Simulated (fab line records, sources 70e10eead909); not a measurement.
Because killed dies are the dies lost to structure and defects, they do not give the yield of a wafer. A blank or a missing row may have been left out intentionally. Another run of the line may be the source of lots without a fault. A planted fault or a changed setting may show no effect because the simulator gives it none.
The tool behind it: which one? -- flow nand_harc -- Sampling: 13 lots, 39 wafers, 5 of 1159 route steps

WHAT THE GAUGES READ, wafer by wafer
NHARC_END_SORT_01.
lot,measured,on,killed_at_array,killed_at_other,killed_at_periphery,killed_dies,killed_open,killed_short
L502,day 22 10:38,prober-01,675 675 675,1 0 0,1 2 2,677 677 677,6 3 3,3 2 3
L504,day 22 11:29,prober-02,676 675 672,0 0 1,1 2 4,677 677 677,4 4 4,1 2 2
L506,day 23 01:52,prober-01,671 670 675,2 2 0,4 5 2,677 677 677,3 6 4,3 2 3

WHICH TOOL RAN EACH LOT (tool, then ch and the chambers of the sampled wafers, then the start)
lot,NHARC_A_CONTACT_ETCH_112,NHARC_A_CONTACT_ETCH_114,NHARC_A_CONTACT_ETCH_118,NHARC_A_CONTACT_ETCH_119
L491,"har_cap_etch-02 ch 0,1, day 16 11:53","har_cap_etch-02 ch 0,1, day 16 12:04","har_cap_etch-02 ch 0,1, day 16 12:26","har_cap_etch-02 ch 0,1, day 16 12:32"
L494,"har_cap_etch-03 ch 0,1, day 16 22:29","har_cap_etch-03 ch 0,1, day 16 22:43","har_cap_etch-03 ch 0,1, day 16 23:12","har_cap_etch-03 ch 0,1, day 16 23:19"
L495,"har_cap_etch-03 ch 1, day 17 12:26","har_cap_etch-03 ch 1, day 17 12:37","har_cap_etch-03 ch 1, day 17 12:59","har_cap_etch-03 ch 1, day 17 13:05"
L497,"har_cap_etch-03 ch 0,1, day 18 03:30","har_cap_etch-03 ch 0,1, day 18 03:41","har_cap_etch-03 ch 0,1, day 18 04:03","har_cap_etch-03 ch 0,1, day 18 04:08"
L498,"har_cap_etch-02 ch 0,1, day 18 05:41","har_cap_etch-02 ch 0,1, day 18 05:52","har_cap_etch-02 ch 0,1, day 18 06:14","har_cap_etch-02 ch 0,1, day 18 06:19"
L496,"har_cap_etch-01 ch 0,1, day 18 20:08","har_cap_etch-01 ch 0,1, day 18 20:23","har_cap_etch-01 ch 0,1, day 18 20:52","har_cap_etch-01 ch 0,1, day 18 20:59"
L502,"har_cap_etch-03 ch 0,1, day 19 11:37","har_cap_etch-03 ch 0,1, day 19 11:47","har_cap_etch-03 ch 0,1, day 19 12:09","har_cap_etch-03 ch 0,1, day 19 12:14"
L504,"har_cap_etch-01 ch 0,1, day 19 12:44","har_cap_etch-01 ch 0,1, day 19 12:55","har_cap_etch-01 ch 0,1, day 19 13:17","har_cap_etch-01 ch 0,1, day 19 13:22"
L506,"har_cap_etch-02 ch 0,1, day 20 02:56","har_cap_etch-02 ch 0,1, day 20 03:07","har_cap_etch-02 ch 0,1, day 20 03:29","har_cap_etch-02 ch 0,1, day 20 03:34"
L510,"har_cap_etch-02 ch 0,1, day 20 15:45","har_cap_etch-02 ch 0,1, day 20 15:56","har_cap_etch-02 ch 0,1, day 20 16:17","har_cap_etch-02 ch 0,1, day 20 16:23"
L512,"har_cap_etch-01 ch 0,1, day 21 00:33","har_cap_etch-01 ch 0,1, day 21 00:44","har_cap_etch-01 ch 0,1, day 21 01:05","har_cap_etch-01 ch 0,1, day 21 01:11"
L511,"har_cap_etch-03 ch 0,1, day 21 01:45","har_cap_etch-03 ch 0,1, day 21 01:56","har_cap_etch-03 ch 0,1, day 21 02:18","har_cap_etch-03 ch 0,1, day 21 02:24"
L513,"har_cap_etch-01 ch 0,1, day 21 18:12","har_cap_etch-01 ch 0,1, day 21 18:23","har_cap_etch-01 ch 0,1, day 21 18:45","har_cap_etch-01 ch 0,1, day 21 18:50"
- NHARC_A_CONTACT_ETCH_112: etches the open film in C4F8/O2/Ar, time 94 s, target depth 922 nm.
- NHARC_A_CONTACT_ETCH_114: etches the open film in C4F8/O2/Ar, time 94 s, target depth 922 nm.
- NHARC_A_CONTACT_ETCH_118: etches the open film in C4F8/O2/Ar, time 94 s, target depth 922 nm.
- NHARC_A_CONTACT_ETCH_119: etches the open film in C4F8/O2/Ar, time 94 s, target depth 922 nm.

WHAT THE TOOLS THEMSELVES READ (means of the sampled wafers that have a number; where no wafer has one, the mark that the record gives instead)
NHARC_A_CONTACT_ETCH_112.
lot,tool,chamber_pressure_mTorr (mTorr),oes_air_line_au (a.u.)
L491,har_cap_etch-02,19.995,0.995
L494,har_cap_etch-03,20.009,1.002
L495,har_cap_etch-03,20.006,0.984
L497,har_cap_etch-03,20.004,1.012
L498,har_cap_etch-02,19.991,0.998
L496,har_cap_etch-01,20.011,1.021
L502,har_cap_etch-03,19.996,0.998
L504,har_cap_etch-01,20.006,1.007
L506,har_cap_etch-02,20.019,0.981
L510,har_cap_etch-02,19.988,0.980
L512,har_cap_etch-01,19.983,1.019
L511,har_cap_etch-03,19.995,0.991
L513,har_cap_etch-01,20.007,1.016

NHARC_A_CONTACT_ETCH_114.
lot,tool,chamber_pressure_mTorr (mTorr),oes_air_line_au (a.u.)
L491,har_cap_etch-02,19.993,1.013
L494,har_cap_etch-03,19.995,0.994
L495,har_cap_etch-03,19.990,1.005
L497,har_cap_etch-03,20.005,1.013
L498,har_cap_etch-02,19.994,1.033
L496,har_cap_etch-01,19.989,1.009
L502,har_cap_etch-03,20.025,0.997
L504,har_cap_etch-01,20.001,0.992
L506,har_cap_etch-02,19.986,0.999
L510,har_cap_etch-02,20.010,0.997
L512,har_cap_etch-01,19.986,1.005
L511,har_cap_etch-03,19.997,1.006
L513,har_cap_etch-01,20.010,0.979

NHARC_A_CONTACT_ETCH_118.
lot,tool,chamber_pressure_mTorr (mTorr),oes_air_line_au (a.u.)
L491,har_cap_etch-02,19.991,0.992
L494,har_cap_etch-03,20.013,1.001
L495,har_cap_etch-03,20.001,1.000
L497,har_cap_etch-03,20.003,0.994
L498,har_cap_etch-02,19.994,1.008
L496,har_cap_etch-01,19.988,1.008
L502,har_cap_etch-03,20.015,0.972
L504,har_cap_etch-01,19.999,1.003
L506,har_cap_etch-02,20.001,0.990
L510,har_cap_etch-02,20.000,0.989
L512,har_cap_etch-01,20.009,1.014
L511,har_cap_etch-03,19.996,1.011
L513,har_cap_etch-01,20.009,0.999

NHARC_A_CONTACT_ETCH_119.
lot,tool,chamber_pressure_mTorr (mTorr),oes_air_line_au (a.u.)
L491,har_cap_etch-02,19.999,0.976
L494,har_cap_etch-03,20.020,1.023
L495,har_cap_etch-03,19.994,0.996
L497,har_cap_etch-03,20.010,0.975
L498,har_cap_etch-02,20.014,1.021
L496,har_cap_etch-01,19.983,0.981
L502,har_cap_etch-03,-,-
L504,har_cap_etch-01,-,-
L506,har_cap_etch-02,-,-
L510,har_cap_etch-02,20.001,1.005
L512,har_cap_etch-01,19.999,0.991
L511,har_cap_etch-03,19.999,1.003
L513,har_cap_etch-01,19.998,1.004

THE ANSWER, worked out from the rows above alone
Rule: the usual values come from the lots themselves. Put in order of their means at a reading, lots are off if they are a third of the lots or fewer, leave a main group of 4 or more, and stand apart from it by a gap of 3 or more times the standard deviation of the main group's means; of several such gaps the widest counts. A main group is skipped when, at the precision printed for the reading in the tables above, its means are all equal. Also off: a lot with no number at a reading for which 4 or more lots have one. All remaining lots with rows at the step are treated as sound. Order of review: gauges by route order, followed by the tools' own readings, for which a lot's mean as printed above is used. At the first step where some lot is off, the reading lying furthest off is the one used; lots without a number count as furthest.
Off: L502, L504, L506 (NHARC_A_CONTACT_ETCH_119, chamber_pressure_mTorr). Without a number there: L502, L504, L506. For the main group the mean is 20.002 mTorr and the standard deviation 0.01.
A tool fits if, at that step or a process step before it, it ran every lot that is off, and no sound lot after the first of them. Not one of the candidates tried fits.

WHAT THE SIMULATOR HAD PUT IN
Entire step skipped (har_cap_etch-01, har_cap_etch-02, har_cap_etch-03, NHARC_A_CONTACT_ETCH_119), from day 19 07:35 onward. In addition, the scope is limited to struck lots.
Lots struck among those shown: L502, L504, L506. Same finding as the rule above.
